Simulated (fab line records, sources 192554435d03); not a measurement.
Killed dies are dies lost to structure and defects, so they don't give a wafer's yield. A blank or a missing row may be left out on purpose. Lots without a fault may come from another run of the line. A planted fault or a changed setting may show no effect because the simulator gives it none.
Which tool did it? | flow n5_finfet | 9 lots, 27 wafers sampled, at 4 steps of a route of 1938

WHAT THE GAUGES READ, wafer by wafer
N5_BEOL_M12_THK_MEAS_01.
lot  | measured     | on            | M12_ILD_THK (nm)
L658 | day 10 18:52 | film_metro-02 | 650 659 665
L662 | day 11 05:12 | film_metro-02 | 653 644 654
L661 | day 11 09:19 | film_metro-01 | 662 666 668
L664 | day 11 21:12 | film_metro-02 | 667 662 663
L665 | day 15 22:57 | film_metro-02 | 654 672 664
L671 | day 16 15:37 | film_metro-01 | 657 652 665
L667 | day 17 07:22 | film_metro-02 | 555 657 668
L676 | day 17 07:47 | film_metro-02 | 664 663 684
L666 | day 17 20:28 | film_metro-02 | 547 664 564

WHICH TOOL RAN EACH LOT (tool, then ch and the chambers of the sampled wafers, then the start)
lot  | N5_BEOL_M11_ETCH_41                           | N5_BEOL_M11_CURE_72           | N5_BEOL_M12_ILD_DEP_00
L658 | rie_diel-01 ch 1,2,3, day 10 16:14 or earlier | uv_cure-01 ch 2, day 10 16:27 | pecvd-04 ch 1,2, day 10 18:43
L662 | rie_diel-06 ch 0,2,3, day 11 02:57 or earlier | uv_cure-02 ch 0, day 11 03:11 | pecvd-01 ch 1,2, day 11 05:04
L661 | rie_diel-05 ch 0,3, day 11 07:06 or earlier   | uv_cure-02 ch 2, day 11 07:21 | pecvd-02 ch 0,2, day 11 09:11
L664 | rie_diel-06 ch 0,1,3, day 11 17:17 or earlier | uv_cure-03 ch 0, day 11 17:29 | pecvd-04 ch 0,1,2, day 11 21:04
L665 | rie_diel-06 ch 0,1,2, day 15 18:40 or earlier | uv_cure-02 ch 1, day 15 18:54 | pecvd-01 ch 2, day 15 22:45
L671 | rie_diel-06 ch 0,1,3, day 16 12:07 or earlier | uv_cure-01 ch 2, day 16 12:19 | pecvd-02 ch 0,1,2, day 16 15:29
L667 | rie_diel-06 ch 0,1,3, day 17 03:13 or earlier | uv_cure-03 ch 0, day 17 03:26 | pecvd-02 ch 0,1,2, day 17 07:14
L676 | rie_diel-05 ch 1,3, day 17 05:23 or earlier   | uv_cure-03 ch 1, day 17 05:35 | pecvd-04 ch 0,2, day 17 07:39
L666 | rie_diel-05 ch 0,2,3, day 17 17:27 or earlier | uv_cure-01 ch 0, day 17 17:44 | pecvd-02 ch 0,1, day 17 20:20
- N5_BEOL_M11_ETCH_41: etches SiCN in CH3F/O2, target depth 42.6 nm, time 86 s.
- N5_BEOL_M11_CURE_72: cures SiCOH lowk, time 120 s.
- N5_BEOL_M12_ILD_DEP_00: deposits SiOC from DEMS/O2, target thk 658.92 nm, time 130.7 s.

THE ANSWER, worked out from the rows above alone
Rule: what is usual is taken from the lots themselves. Put in order of their means at a reading, lots are off if they are a third of the lots or fewer, leave a main group of 4 or more, and stand apart from it by a gap of 3 or more times the standard deviation of the main group's means; of several such gaps the widest counts. A main group whose means are all the same, to the digits that the tables above print for the reading, isn't used. A lot without any number at a reading at which 4 lots or more have one is off too. The other lots that the step has rows for count as sound.
Off: L667, L666, at N5_BEOL_M12_THK_MEAS_01 (M12_ILD_THK). The main group: mean 661 nm, standard deviation 6.
A tool fits if, at a process step before that reading, it ran every lot that is off, and no sound lot after the first of them. The gauges at N5_BEOL_M12_THK_MEAS_01 are tried like those tools. N5_BEOL_M11_ETCH_41 gives no start for some lots, so the hours and the order of its lots are those of N5_BEOL_M11_OCD_MEAS_38. One fits: pecvd-02 at N5_BEOL_M12_ILD_DEP_00. Its last sound lot is L671 (day 16 15:29), its first lot that is off L667 (day 17 07:14): a fault that began between those two fits.

WHAT THE SIMULATOR HAD PUT IN
Site profile drift: pecvd-02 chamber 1, from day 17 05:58 on, at N5_BEOL_M12_ILD_DEP_00. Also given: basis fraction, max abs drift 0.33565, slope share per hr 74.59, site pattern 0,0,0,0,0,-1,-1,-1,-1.
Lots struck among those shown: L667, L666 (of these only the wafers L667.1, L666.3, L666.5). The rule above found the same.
